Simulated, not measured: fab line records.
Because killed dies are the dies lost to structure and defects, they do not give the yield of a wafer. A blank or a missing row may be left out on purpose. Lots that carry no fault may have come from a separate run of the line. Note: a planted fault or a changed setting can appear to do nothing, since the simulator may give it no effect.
Lot-split experiment    flow n5Finfet    on a route of 1938 steps: 7 lots, 39 wafers read

## SPLIT DETAILS
At N5_BEOL_M7_DESCUM_33 (chemistry O2, time 7 s), the setting timeS was moved away from the recipe's 7 s on 15 of the 39 wafers read, by -43.6% to +44.0%. All remaining wafers had this setting at the recipe value.

No step appears in the file between the split and the reading.

## THE READING
CAR-EUV_of_BEOL_M7_COAT_22.thkNm (the simulator's own value, which no gauge read), in nm, at N5_BEOL_M7_ETCH_72 (etches underlayer in N2/H2, target depth 6.5 nm, time 5.2 s). No usual value for it is given in the file. Across the 24 wafers here that went through the recipe, the average is 20.4 nm and the standard deviation 0.13 nm.

wafer   tool, chamber at the split  timeS as run, s  against the recipe  CAR-EUV_of_BEOL_M7_COAT_22.thkNm, nm  against lot-mates on the recipe
L079.2  rieDiel-06, 2,0,0           7                recipe              20.2                                  -
L079.4  rieDiel-06, 2,0,0           7                recipe              20.4                                  -
L079.5  rieDiel-06, 2,0,0           7                recipe              20.4                                  -
L082.1  rieDiel-04, 2               7                recipe              20.4                                  -
L082.5  rieDiel-04, 2,1             7                recipe              20.4                                  -
L082.6  rieDiel-04, 2,1             7                recipe              20.4                                  -
L082.2  rieDiel-04, 0,1,0           5.068            -27.6%              21.2                                  +0.8
L082.3  rieDiel-04, 0,1,0           5.068            -27.6%              21.2                                  +0.8
L082.4  rieDiel-04, 0,1,0           5.068            -27.6%              21.2                                  +0.8
L087.1  rieDiel-06, 3,1,3           7                recipe              20.6                                  -
L087.2  rieDiel-06, 0,1             10.08            +44.0%              19                                    -1.5
L087.4  rieDiel-06, 0               10.08            +44.0%              19                                    -1.5
L087.3  rieDiel-06, 3,1,3           7                recipe              20.4                                  -
L087.6  rieDiel-06, 3,1,3           7                recipe              20.4                                  -
L087.5  rieDiel-06, 0,1             10.08            +44.0%              18.8                                  -1.7
L086.1  rieDiel-06, 1,0,3,3,1       7                recipe              20.4                                  -
L086.3  rieDiel-06, 1,0,3,3,1       7                recipe              20.4                                  -
L086.6  rieDiel-06, 1,0,3,3,1       7                recipe              20.4                                  -
L086.2  rieDiel-06, 1,0,3,3,1       7                recipe              20.6                                  -
L086.4  rieDiel-06, 0               7                recipe              20.6                                  -
L086.5  rieDiel-06, 1,0,3,3,1       7                recipe              20.6                                  -
L089.1  rieDiel-06, 0               4.428            -36.7%              22                                    +1.5
L089.2  rieDiel-06, 3               4.428            -36.7%              21.8                                  +1.3
L089.5  rieDiel-06, 0               4.428            -36.7%              21.8                                  +1.3
L089.3  rieDiel-06, 1,3,1           7                recipe              20.4                                  -
L089.6  rieDiel-06, 1,3,1           7                recipe              20.4                                  -
L089.4  rieDiel-06, 1,3,1           7                recipe              20.6                                  -
L090.1  rieDiel-04, 3,0             8.228            +17.5%              19.6                                  -0.6
L090.2  rieDiel-04, 2               8.228            +17.5%              19.6                                  -0.6
L090.5  rieDiel-04, 3,0             8.228            +17.5%              19.6                                  -0.6
L090.3  rieDiel-04, 1,0             7                recipe              20.2                                  -
L090.4  rieDiel-04, 1,0             7                recipe              20.2                                  -
L090.6  rieDiel-04, 1               7                recipe              20.2                                  -
L092.1  rieDiel-06, 1,3             7                recipe              20.2                                  -
L092.2  rieDiel-06, 2,3,2           3.95             -43.6%              21.8                                  +1.5
L092.3  rieDiel-06, 2,3,2           3.95             -43.6%              21.8                                  +1.5
L092.5  rieDiel-06, 2,3,2           3.95             -43.6%              21.8                                  +1.5
L092.4  rieDiel-06, 0               7                recipe              20.4                                  -
L092.6  rieDiel-06, 1,3             7                recipe              20.4                                  -
Rows listing several chambers each stand for several wafers; the file does not say which wafer went through which chamber.

THE FIT
A straight line over all 39 wafers: CAR-EUV_of_BEOL_M7_COAT_22.thkNm changes by -0.0346 nm for each +1% of timeS; r = -0.98; the points scatter about the line by 0.15 nm.
The same after taking each lot's own level away (the mean of its wafers on the recipe; 39 wafers): -0.0345 nm for each +1%; r = -0.99; scatter 0.097 nm.
The reading moves by 1.5 nm for the largest change in timeS, on that fit.
Across the lots, their own levels run from 20.20 to 20.50 nm, a range of 2.3 times the standard deviation given above.
So the lot-to-lot level changes the slope little: the two slopes agree.
Check: with one of the wafers moved furthest among these (+44.0%) left out of the fit, the line predicts -1.53 nm for it against its lot-mates. Against them it came out at -1.47 nm.

## THESE WAFERS: OTHER SPLITS
Note: prior to the reading, these wafers also went through further splits. Each is held against what the fit with the lots' levels taken away leaves over:
other split on the same wafers       wafers away from the commonest value  r with CAR-EUV_of_BEOL_M7_COAT_22.thkNm (lot level and that fit taken away)
N5_FIN_SAQP_DEVELOP_15 developTimeS  15                                    -0.08
N5_SD_EPI_N_EPI_21 timeS             15                                    +0.20
N5_BEOL_M0_SAQP_PECVD_03 timeS       15                                    -0.10
N5_BEOL_M2_VIA_ETCH_34 targetDepthA  15                                    +0.05
N5_BEOL_M4_CVD_47 targetThkA         12                                    +0.09

## THE WHOLE CHAIN: every reading that the file lists as answering this split, in the file's order
step                  what it does                                                 reading                                                                            change (the file's fit)                 r (the file's)
N5_BEOL_M7_DESCUM_33  chemistry O2, time 7 s                                       CAR-EUV_of_BEOL_M7_COAT_22.thkNm (the simulator's own value, which no gauge read)  -0.0353 nm for each +1% of the setting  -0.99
N5_BEOL_M7_ETCH_72    etches underlayer in N2/H2, target depth 6.5 nm, time 5.2 s  CAR-EUV_of_BEOL_M7_COAT_22.thkNm (the simulator's own value, which no gauge read)  -0.0344 nm for each +1% of the setting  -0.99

## THE FILE'S OWN FIT
CAR-EUV_of_BEOL_M7_COAT_22.thkNm changes by -0.0344 nm for each +1% of timeS, r = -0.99.
